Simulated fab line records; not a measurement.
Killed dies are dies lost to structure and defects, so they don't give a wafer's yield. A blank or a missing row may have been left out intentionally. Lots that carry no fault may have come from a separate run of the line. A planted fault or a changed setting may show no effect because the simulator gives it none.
fab line records	flow n5_finfet
[record] lots = 8	wafers = 22	last_day = 19
route steps=1938 shown FIN_SAQP@118 BEOL_M4@1111
lots with no fault: from the same line, run without faults
start_h: the number of hours between the record's first day and the start of the first shown wafer of the lot	wait_h: hours since the lot's step before	" unchanged from the row above	L1.1+2: one row covering several wafers at once	- no value, or no start was given	* or withheld: withheld	< > ~ a bound
route shown NAME@n: a module of which the file shows steps, and the number in the route of the first	usual: mean/standard deviation of fault-free wafers	same: alike in all rows	chamber/n: place in a boat	sites: each site's reading	_std_site: standard deviation across them	_edge_site: outer sites' mean less inner sites'	radius_mm: how far each site lies from the wafer's centre	mask NAME#n: copy n	behind: the last tool/chamber to shape the wafer	hold: what put the lot on hold/how long, in hours/how the hold closed	device: names the non-switching transistor (n, p or np)	end of line: the tests these same wafers got at the end of their route	for a step that has no rows: nothing shown but its recipe	killed: dies lost to structure and defects at the first sort, not the wafer's yield	map: shows each die of a wafer: x if killed, . if not, _ if none is there
set.NAME: the setting the step ran with; set.NAME@STEP: the setting that earlier step ran with	model.NAME: the simulator's own value behind a step, which no gauge read
a sample of lots followed through the steps of the route, with each step as a table and each wafer as a row
services: the hour from which a tool's chamber was out of use, counted from the record's first day as start_h (under 0 if before that day), plus the number of hours and why
[[steps]]
[step N5_FIN_SAQP_HM_OPEN_73]
[recipe] chemistry = CHF3/O2	target = SiO2	stop_on = a-Si	target_depth_a = 120	over_etch_frac = 1.8	mask_material = SOC	time_s = 16.8	pressure_mtorr = 30	source_w = 650	bias_w = 170	Ar_flow_sccm = 200	CHF3_flow_sccm = 50	O2_flow_sccm = 5	ion_energy_ev = 200	ends = end_point
[usual] drypump_motor_current_A = 5.9/0.46	oes_ar_750_au = 0.81/0.092	oes_product_au = 0.48/0.054	rf_vpp_V = 520/9.2	showerhead_plenum_p_Torr = 2.43/0.074	throttle_valve_pct = 18.87/0.22
lot.wafer	tool	chamber	start_h	wait_h	drypump_motor_current_A	oes_ar_750_au	oes_product_au	rf_hours_counter_h	rf_vpp_V	showerhead_plenum_p_Torr	throttle_valve_pct
L413.1	rie_diel-05	1	27.47	0.0	6.2	0.69	0.42	226	522	2.38	19.00
L413.2	"	3	"	"	5.5	0.71	0.41	230	520	2.40	18.82
L413.6	"	2	"	"	5.6	0.80	0.47	-	526	2.51	18.83
L415.4	rie_diel-05	1	41.19	0.0	6.2	0.69	0.42	-	523	2.38	19.00
L415.5	"	3	"	"	5.5	0.70	0.41	-	522	2.39	18.82
L415.6	"	2	"	"	5.6	0.79	0.47	-	525	2.51	18.84
L416.2	rie_diel-05	2	46.11	0.0	5.6	0.79	0.47	143	525	2.51	18.86
L416.3	"	1	"	"	6.2	0.69	0.42	233	522	2.38	18.99
L416.6	"	1	"	"	6.2	0.69	0.42	-	520	2.38	19.02
L418.2	rie_diel-05	2	57.53	0.0	5.6	0.79	0.47	146	524	2.51	18.86
L418.4	"	1	"	"	6.2	0.69	0.42	237	520	2.38	19.02
L418.5	"	2	"	"	5.6	0.79	0.47	-	527	2.51	18.84
L420.1	rie_diel-05	3	71.00	0.0	5.5	0.69	0.41	245	520	2.39	18.85
L420.3	"	1	"	"	6.2	0.68	0.42	241	520	2.38	19.03
L420.4	"	0	"	"	5.4	0.94	0.56	8	513	2.49	18.74
L428.2	rie_diel-05	3	118.73	0.0	5.6	0.68	0.40	266	522	2.38	18.88
L428.4	"	0	"	"	5.4	0.89	0.52	-	513	2.48	18.78
L430.2	rie_diel-03	1	130.93	0.0	6.5	0.90	0.53	27	512	2.46	18.59
L430.4	"	3	"	"	5.6	0.70	0.42	219	539	2.49	19.38
L435.1	rie_diel-05	2	160.86	0.0	5.6	0.76	0.44	186	524	2.49	18.90
L435.5	"	1	"	"	6.2	0.92	0.57	-	522	2.37	18.63
L435.6	"	2	"	"	5.6	0.76	0.44	-	526	2.49	18.91
[step N5_FIN_SAQP_MANDREL_ETCH_22]
[recipe] target_depth_a = 600	chemistry = HBr/Cl2	target = a-Si	stop_on = SiNx	bt_time_s = 10	over_etch_frac = 0.5	time_s = 30	pressure_mtorr = 10	icp_w = 800	bias_w = 75	HBr_flow_sccm = 150	Cl2_flow_sccm = 80	ends = end_point
[usual] drypump_motor_current_A = 5.7/0.57	oes_product_au = 0.766/0.011	over_etch_frac = 0.5/0	throttle_valve_pct = 35.3/0.3
lot.wafer	tool	chamber	start_h	wait_h	drypump_motor_current_A	oes_product_au	over_etch_frac	rf_hours_counter_h	throttle_valve_pct
L413.1	rie_si-01	1	27.55	0.0	4.6	0.748	0.5	8	34.9
L413.2	"	3	"	"	6.3	0.765	0.5	43	35.4
L413.6	"	2	"	"	5.7	0.765	0.5	-	35.1
L415.4	rie_si-05	3	41.25	0.0	5.7	0.777	0.5	4	35.7
L415.5	"	3	"	"	5.7	0.773	0.5	-	35.7
L415.6	"	2	"	"	5.8	0.775	0.5	-	35.6
L416.2	rie_si-05	1	46.20	0.0	4.9	0.776	0.5	67	35.4
L416.3	"	2	"	"	5.8	0.770	0.5	124	35.6
L416.6	"	0	"	"	6.5	0.772	0.5	-	35.2
L418.2	rie_si-03	2	57.62	0.0	5.7	0.777	0.5	196	35.0
L418.4	"	1	"	"	6.4	0.772	0.5	79	35.3
L418.5	"	1	"	"	6.4	0.766	0.5	-	35.3
L420.1	rie_si-01	0	71.08	0.0	6.0	0.760	0.5	198	34.7
L420.3	"	3	"	"	6.3	0.755	0.5	44	35.4
L420.4	"	1	"	"	4.7	0.757	0.5	8	34.9
L428.2	rie_si-01	1	118.81	0.0	4.7	0.760	0.5	9	34.9
L428.4	"	3	"	"	6.2	0.675	0.89935	-	35.5
L430.2	rie_si-01	2	131.01	0.0	5.7	0.752	0.5	8	35.2
L430.4	"	2	"	"	5.7	0.652	0.89935	-	35.3
L435.1	rie_si-05	0	160.94	0.0	6.4	0.759	0.5	6	35.2
L435.5	"	2	"	"	5.8	0.779	0.5	-	35.6
L435.6	"	3	"	"	5.7	0.782	0.5	-	35.7
[step N5_FIN_SAQP_ETCH_57]
[recipe] chemistry = CH3F/O2	target = SiNx	mask_material = SiO2	target_depth_a = 325	time_s = 46.4	pressure_mtorr = 30	source_w = 395	bias_w = 73	Ar_flow_sccm = 150	CH3F_flow_sccm = 30	O2_flow_sccm = 20	ion_energy_ev = 120	ends = cleared
[usual] drypump_motor_current_A = 5.8/0.46	etch_rf_on_time_s = 46.2/1.1	oes_ar_750_au = 0.81/0.081	oes_product_au = 0.69/0.069	rf_vpp_V = 295/5.4	showerhead_plenum_p_Torr = 2.00/0.071	throttle_valve_pct = 16.31/0.21
lot.wafer	tool	chamber	start_h	wait_h	drypump_motor_current_A	etch_rf_on_time_s	oes_ar_750_au	oes_product_au	rf_hours_counter_h	rf_vpp_V	showerhead_plenum_p_Torr	throttle_valve_pct
L413.1	rie_diel-01	2	29.37	0.0	5.4	46.7	0.75	0.64	150	303	2.08	16.39
L413.2	"	0	"	"	6.2	47.4	0.82	0.70	89	287	1.94	16.36
L413.6	"	2	"	"	5.5	47.0	0.75	0.65	-	305	2.08	16.38
L415.4	rie_diel-01	3	43.06	0.0	5.1	47.2	0.81	0.69	114	296	1.84	16.06
L415.5	"	2	"	"	5.4	47.0	0.75	0.64	-	303	2.08	16.41
L415.6	"	1	"	"	6.5	45.6	0.96	0.82	-	291	1.97	15.85
L416.2	rie_diel-03	3	48.70	0.1	5.6	45.1	0.72	0.62	193	305	2.07	16.82
L416.3	"	0	"	"	6.0	44.9	0.91	0.78	21	296	1.96	16.25
L416.6	"	2	"	"	6.7	45.9	0.95	0.81	-	289	2.06	16.38
L418.2	rie_diel-01	1	59.39	0.0	6.5	44.6	0.93	0.79	8	290	1.96	15.87
L418.4	"	3	"	"	5.1	45.6	0.80	0.68	120	294	1.84	16.09
L418.5	"	1	"	"	6.4	45.6	0.92	0.79	-	290	1.97	15.86
L420.1	rie_diel-01	1	73.15	0.1	6.4	45.1	0.91	0.78	11	291	1.96	15.88
L420.3	"	2	"	"	5.4	47.3	0.73	0.63	166	305	2.08	16.41
L420.4	"	3	"	"	5.1	46.8	0.80	0.69	124	296	1.84	16.08
L428.2	rie_diel-05	0	121.08	0.2	5.4	45.6	0.89	0.75	32	290	2.06	16.22
L428.4	"	2	"	"	5.6	40.6	0.77	0.65	-	298	2.07	16.39
L430.2	rie_diel-05	0	132.89	0.0	5.3	46.9	0.89	0.74	38	291	2.05	16.26
L430.4	"	2	"	"	5.6	39.1	0.78	0.66	-	298	2.07	16.42
L435.1	rie_diel-05	2	162.76	0.1	5.7	44.2	0.76	0.65	186	299	2.07	16.44
L435.5	"	0	"	"	5.3	46.0	0.86	0.73	-	290	2.05	16.28
L435.6	"	2	"	"	5.6	44.5	0.76	0.65	-	299	2.07	16.46
[step N5_FIN_SAQP_ETCH_67]
[recipe] chemistry = CH3F/O2	target = SiNx	target_depth_a = 300	mask_material = SOC	pressure_mtorr = 30	source_w = 395	bias_w = 73	Ar_flow_sccm = 150	CH3F_flow_sccm = 30	O2_flow_sccm = 20	ion_energy_ev = 120
[usual] drypump_motor_current_A = 5.9/0.5	oes_ar_750_au = 0.82/0.085	oes_product_au = 0.81/0.083	rf_vpp_V = 295/5.7	showerhead_plenum_p_Torr = 2.00/0.071	throttle_valve_pct = 16.35/0.24
lot.wafer	tool	chamber	start_h	wait_h	drypump_motor_current_A	oes_ar_750_au	oes_product_au	rf_hours_counter_h	rf_vpp_V	showerhead_plenum_p_Torr	throttle_valve_pct
L413.1	rie_diel-01	2	30.25	0.1	5.4	0.75	0.75	151	305	2.08	16.42
L413.2	"	0	"	"	6.2	0.82	0.82	90	289	1.93	16.35
L413.6	"	0	"	"	6.3	0.81	0.82	-	287	1.93	16.35
L415.4	rie_diel-05	2	43.85	0.0	5.6	0.80	0.79	-	299	2.08	16.38
L415.5	"	1	"	"	6.2	0.69	0.69	-	295	1.98	16.56
L415.6	"	3	"	"	5.6	0.70	0.69	-	295	1.98	16.42
L416.2	rie_diel-05	2	49.46	0.0	5.6	0.80	0.80	144	298	2.08	16.39
L416.3	"	0	"	"	5.4	0.99	0.98	0	290	2.07	16.20
L416.6	"	3	"	"	5.6	0.69	0.70	-	298	1.98	16.42
L418.2	rie_diel-03	2	60.12	0.0	6.7	0.93	0.92	14	290	2.06	16.42
L418.4	"	2	"	"	6.7	0.94	0.92	-	289	2.06	16.42
L418.5	"	0	"	"	6.0	0.90	0.90	-	297	1.96	16.28
L420.1	rie_diel-03	1	73.88	0.0	6.5	0.97	0.96	2	291	2.05	16.05
L420.3	"	2	"	"	6.7	0.92	0.92	17	287	2.05	16.43
L420.4	"	3	"	"	5.6	0.71	0.72	202	305	2.07	16.86
L428.2	rie_diel-01	3	121.87	0.0	5.1	0.78	0.77	144	296	1.83	16.15
L428.4	"	0	"	"	6.2	0.79	0.78	125	287	1.92	16.41
L430.2	rie_diel-05	3	133.62	0.0	5.5	0.67	0.67	270	295	1.97	16.45
L430.4	"	0	"	"	5.4	0.88	0.87	-	290	2.05	16.25
L435.1	rie_diel-03	1	163.52	0.0	6.5	0.88	0.86	38	291	2.04	16.10
L435.5	"	1	"	"	6.5	0.88	0.86	-	292	2.04	16.10
L435.6	"	0	"	"	6.0	0.84	0.83	-	297	1.95	16.35
[step N5_FIN_SAQP_STRIP_70]
[recipe] chemistry = N2/H2	power_w = 500	temp_c = 40	pressure_mtorr = 50	rf_frequency_hz = 6e+07	overash_fraction = 0.3	bias_power_w = 28	h2_frac = 0.5	n2_flow_sccm = 300	h2_flow_sccm = 300
[usual] drypump_motor_current_A = 6.0/0.5	oes_product_au = 0.81/0.085	power_w = 500.0/1.6	rf_vpp_V = 121.8/1	showerhead_plenum_p_Torr = 3.36/0.11	throttle_valve_pct = 18.9/0.34
lot.wafer	tool	chamber	start_h	wait_h	drypump_motor_current_A	oes_product_au	power_w	rf_hours_counter_h	rf_vpp_V	showerhead_plenum_p_Torr	throttle_valve_pct
L413.1	rie_diel-01	2	30.31	0.0	5.4	0.74	498.8	151	123.2	3.49	18.9
L413.2	"	0	"	"	6.2	0.83	500.4	90	121.1	3.25	18.6
L413.6	"	0	"	"	6.2	0.83	499.4	-	121.8	3.25	18.6
L415.4	rie_diel-05	2	43.89	0.0	5.6	0.78	500.4	-	123.0	3.51	19.0
L415.5	"	1	"	"	6.2	0.70	499.1	-	121.7	3.30	18.9
L415.6	"	3	"	"	5.6	0.68	500.3	-	122.3	3.30	18.7
L416.2	rie_diel-05	2	49.50	0.0	5.7	0.78	499.5	144	123.7	3.51	19.0
L416.3	"	0	"	"	5.4	0.99	502.7	0	122.0	3.43	18.8
L416.6	"	3	"	"	5.6	0.68	501.7	-	121.5	3.30	18.7
L418.2	rie_diel-03	2	60.16	0.0	6.7	0.92	499.3	14	123.1	3.43	18.7
L418.4	"	2	"	"	6.7	0.92	500.3	-	121.8	3.43	18.7
L418.5	"	0	"	"	6.0	0.90	499.7	-	121.0	3.30	19.4
L420.1	rie_diel-03	1	73.92	0.0	6.5	0.95	497.8	2	121.3	3.44	18.6
L420.3	"	2	"	"	6.7	0.93	500.7	17	120.5	3.43	18.6
L420.4	"	3	"	"	5.6	0.72	499.0	202	121.9	3.47	19.4
L428.2	rie_diel-01	3	121.91	0.0	5.2	0.76	499.5	144	121.4	3.08	18.3
L428.4	"	0	"	"	6.2	0.79	502.2	125	121.0	3.23	18.7
L430.2	rie_diel-05	3	133.66	0.0	5.5	0.66	499.0	270	121.5	3.29	18.8
L430.4	"	0	"	"	5.4	0.87	501.4	-	123.3	3.41	18.8
L435.1	rie_diel-03	1	163.56	0.0	6.5	0.86	497.8	38	122.0	3.42	18.6
L435.5	"	1	"	"	6.5	0.86	496.1	-	122.0	3.42	18.6
L435.6	"	0	"	"	6.1	0.84	500.7	-	121.9	3.28	19.5
[step N5_BEOL_M4_RC_MEAS_101]
[usual] DIBL_N = 36.0/1.7	DIBL_P = 36.2/1.9	IOFF_N = 0.154/0.028	IOFF_P = 0.21/0.036	ION_N = 675/11	ION_P = 463/8.3	SS_N = 71.4/0.63	SS_P = 73.2/0.55	VT_N = 250.2/3	VT_P = -251/3.7
lot.wafer	tool	chamber	start_h	wait_h	DIBL_N[mV/V]	DIBL_P[mV/V]	IOFF_N[nA/um]	IOFF_P[nA/um]	ION_N[uA/um]	ION_P[uA/um]	SS_N[mV/dec]	SS_P[mV/dec]	VT_N[mV]	VT_P[mV]
L413.1	prober-01	0	197.44	0.0	35.0	33.2	0.116	0.17	670	455	71.2	73.0	252.2	-252
L413.2	"	0	"	"	38.3	38.5	0.186	0.26	688	474	72.9	73.9	245.6	-247
L413.6	"	0	"	"	39.0	38.7	0.196	0.26	700	477	72.4	73.9	245.2	-246
L416.2	prober-02	0	239.69	0.2	37.7	38.6	0.180	0.23	685	477	71.5	73.7	249.5	-247
L416.3	"	0	"	"	38.0	38.8	0.185	0.23	679	467	72.4	73.4	246.9	-248
L416.6	"	0	"	"	34.4	34.9	0.128	0.17	671	462	71.1	72.3	252.7	-250
L415.4	prober-02	0	244.44	0.5	32.7	32.2	0.103	0.16	668	463	70.7	72.2	255.7	-256
L415.5	"	0	"	"	35.9	34.8	0.140	0.19	672	457	70.7	73.0	251.5	-255
L415.6	"	0	"	"	36.7	36.0	0.152	0.20	678	458	70.6	73.6	250.0	-251
L418.2	prober-02	0	264.84	0.2	34.7	35.6	0.134	0.18	666	460	71.4	72.7	252.2	-252
L418.4	"	0	"	"	35.7	36.4	0.155	0.20	679	461	71.4	72.8	248.9	-251
L418.5	"	0	"	"	35.7	36.5	0.146	0.19	674	465	71.2	72.5	249.6	-251
L420.1	prober-01	0	276.31	0.0	32.5	32.9	0.102	0.15	657	452	70.8	71.7	255.7	-254
L420.3	"	0	"	"	35.8	37.7	0.158	0.21	673	465	71.1	73.0	249.3	-248
L420.4	"	0	"	"	33.1	34.8	0.113	0.17	662	463	70.6	72.3	252.1	-254
L428.2	prober-01	0	316.01	0.2	35.8	35.0	0.147	0.18	667	456	71.2	73.4	253.0	-254
L428.4	"	0	"	"	34.4	34.3	0.138	0.18	684	466	71.4	73.2	249.5	-255
L430.2	prober-02	0	339.57	0.2	39.3	38.5	0.221	0.26	682	466	72.9	73.6	246.6	-246
L430.4	"	0	"	"	36.8	36.7	0.175	0.24	687	474	70.9	74.0	247.1	-248
L435.1	prober-02	0	347.04	0.0	36.1	36.9	0.145	0.21	660	455	71.4	73.0	253.2	-253
L435.5	"	0	"	"	35.9	34.8	0.148	0.19	662	456	71.4	72.7	252.0	-252
L435.6	"	0	"	"	37.9	39.6	0.192	0.25	697	471	72.3	73.9	247.7	-249
[[services]]
tool	chamber	start_h	hours	kind
rie_diel-03	3	3.77	3.7	repair
rie_diel-03	2	16.37	-	clean
rie_diel-03	2	16.37	-	consumable_replace:focus_ring
rie_diel-03	2	16.37	14.0	scheduled_down
rie_diel-03	2	16.37	14.0	vent_cycle
rie_diel-01	3	22.47	13.9	repair
rie_diel-05	0	23.53	-	clean
rie_diel-05	0	23.53	-	consumable_replace:focus_ring
rie_diel-05	0	23.53	21.8	scheduled_down
rie_diel-05	0	23.53	21.8	vent_cycle
rie_si-05	-	26.41	2.8	pm
rie_diel-05	2	60.15	2.0	repair
rie_diel-05	1	84.10	21.9	repair
rie_diel-05	3	96.30	1.8	repair
rie_diel-05	2	100.11	16.3	repair
rie_diel-05	1	116.46	-	clean
rie_diel-05	1	116.46	-	consumable_replace:focus_ring
rie_diel-05	3	119.45	6.4	repair
rie_diel-05	3	134.83	-	clean
rie_diel-05	3	134.83	-	consumable_replace:focus_ring
rie_diel-05	3	134.83	29.9	scheduled_down
rie_diel-05	3	134.83	29.9	vent_cycle
rie_si-03	3	139.42	31.8	repair
rie_diel-03	2	157.49	2.7	repair
[[key]]
[first_sign] step = N5_FIN_SAQP_MANDREL_ETCH_22	reading = over_etch_frac	direction = up	sigmas = 99+	usual = 0.5	struck = 0.89935
[effect] step = N5_FIN_SAQP_MANDREL_ETCH_22	reading = oes_product_au	direction = down	sigmas = 9.4	usual = 0.766	struck = 0.664
[effect] step = N5_FIN_SAQP_ETCH_57	reading = etch_rf_on_time_s	direction = down	sigmas = 5.9	usual = *	struck = *
met_at N5_FIN_SAQP_MANDREL_ETCH_22
struck_lots L428,L430
struck_wafers L428.4,L430.4
not_acting_at N5_FIN_SAQP_HM_OPEN_73,N5_FIN_SAQP_ETCH_67,N5_FIN_SAQP_STRIP_70
onset_between 71.08 118.81
[fault] kind = process_parameter_drift	tool = rie_si-01	chamber = -	onset_h = 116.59	steps = N5_FIN_SAQP_MANDREL_ETCH_22	channel = over_etch_frac	offset = 0.39935	shape = step	end_h = 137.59	scope = struck_wafers_only	acts_in = these_recipes_only	stated = 0.5
